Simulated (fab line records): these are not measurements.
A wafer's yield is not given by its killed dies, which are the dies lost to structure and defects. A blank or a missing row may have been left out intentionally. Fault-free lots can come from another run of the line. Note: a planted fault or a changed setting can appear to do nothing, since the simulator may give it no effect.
The tool behind it: which one? + flow nand-harc + 6 lots, 18 wafers sampled, at 5 steps of a route of 1159

WHAT THE GAUGES READ, wafer by wafer
NHARC_END_SORT_01.
| lot  | measured     | on        | killed-at-array |
|------|--------------|-----------|-----------------|
| L581 | day 23 07:19 | prober-02 | 373 32 48       |

WHAT TOOL EACH LOT RAN ON (gives the tool, then ch and the chambers of the sampled wafers, and finally the start)
| lot  | NHARC_A_CHANNEL_HOLE_D1_ETCH_22  | NHARC_A_CHANNEL_HOLE_D1_STRIP_27              | NHARC_A_CHANNEL_FILL_D1_ALD_15                 | NHARC_A_CHANNEL_FILL_D1_ETCHBACK_20 |
|------|----------------------------------|-----------------------------------------------|------------------------------------------------|-------------------------------------|
| L571 | har-etch-01 ch 0,1, day 9 13:25  | rie-diel-06 ch 1,3, day 10 18:35 or earlier   | ald-sin-batch-03 ch 0, day 10 18:35 or earlier | rie-diel-10 ch 0,1,3, day 10 18:35  |
| L574 | har-etch-02 ch 0,1, day 10 08:15 | rie-diel-06 ch 0,2,3, day 11 11:22 or earlier | ald-sin-batch-01 ch 0, day 11 11:22 or earlier | rie-diel-10 ch 1,3, day 11 11:22    |
| L576 | har-etch-02 ch 0,1, day 10 20:33 | rie-diel-12 ch 0,2,3, day 12 02:14 or earlier | ald-sin-batch-03 ch 0, day 12 02:14 or earlier | rie-diel-10 ch 0,1,2, day 12 02:14  |
| L578 | har-etch-02 ch 0,1, day 11 11:31 | rie-diel-06 ch 0,1,3, day 12 20:26 or earlier | ald-sin-batch-01 ch 0, day 12 20:26 or earlier | rie-diel-02 ch 0,1,2, day 12 20:26  |
| L581 | har-etch-01 ch 0,1, day 12 13:56 | rie-diel-06 ch 0,1,2, day 13 04:35 or earlier | ald-sin-batch-03 ch 0, day 13 04:35            | rie-diel-10 ch 0,1,3, day 13 18:47  |
| L588 | har-etch-02 ch 0,1, day 14 05:04 | rie-diel-06 ch 0,3, day 15 11:49 or earlier   | ald-sin-batch-01 ch 0, day 15 11:49 or earlier | rie-diel-02 ch 0,1, day 15 11:49    |
- NHARC_A_CHANNEL_HOLE_D1_ETCH_22: etches the open film in C4F8/O2/Ar, time 666.7 s, target depth 1600 nm.
- NHARC_A_CHANNEL_HOLE_D1_STRIP_27: strips in O2.
- NHARC_A_CHANNEL_FILL_D1_ALD_15: deposits SiNx, target thk 2 nm, pulse time 60 s, ald cycles 19.
- NHARC_A_CHANNEL_FILL_D1_ETCHBACK_20: etches the open film in C4F8/O2/Ar, target depth 27 nm, time 13.5 s.

THE ANSWER, worked out from the rows above alone
Rule: usual is defined by the lots themselves. The widest of any qualifying gaps counts: lots, ordered by their means at a reading, are off when they make up no more than a third of the lots, leave a main group of 4 or more, and stand apart from it by 3 or more times the standard deviation of that group's means. The tables above print the reading to a certain number of digits; a main group whose means all agree to those digits is not used. A lot without any number at a reading at which 4 lots or more have one is off too. The other lots that the step has rows for count as sound.
Nothing can be told from this: no lot is off at any reading shown.

WHAT THE SIMULATOR HAD INSERTED
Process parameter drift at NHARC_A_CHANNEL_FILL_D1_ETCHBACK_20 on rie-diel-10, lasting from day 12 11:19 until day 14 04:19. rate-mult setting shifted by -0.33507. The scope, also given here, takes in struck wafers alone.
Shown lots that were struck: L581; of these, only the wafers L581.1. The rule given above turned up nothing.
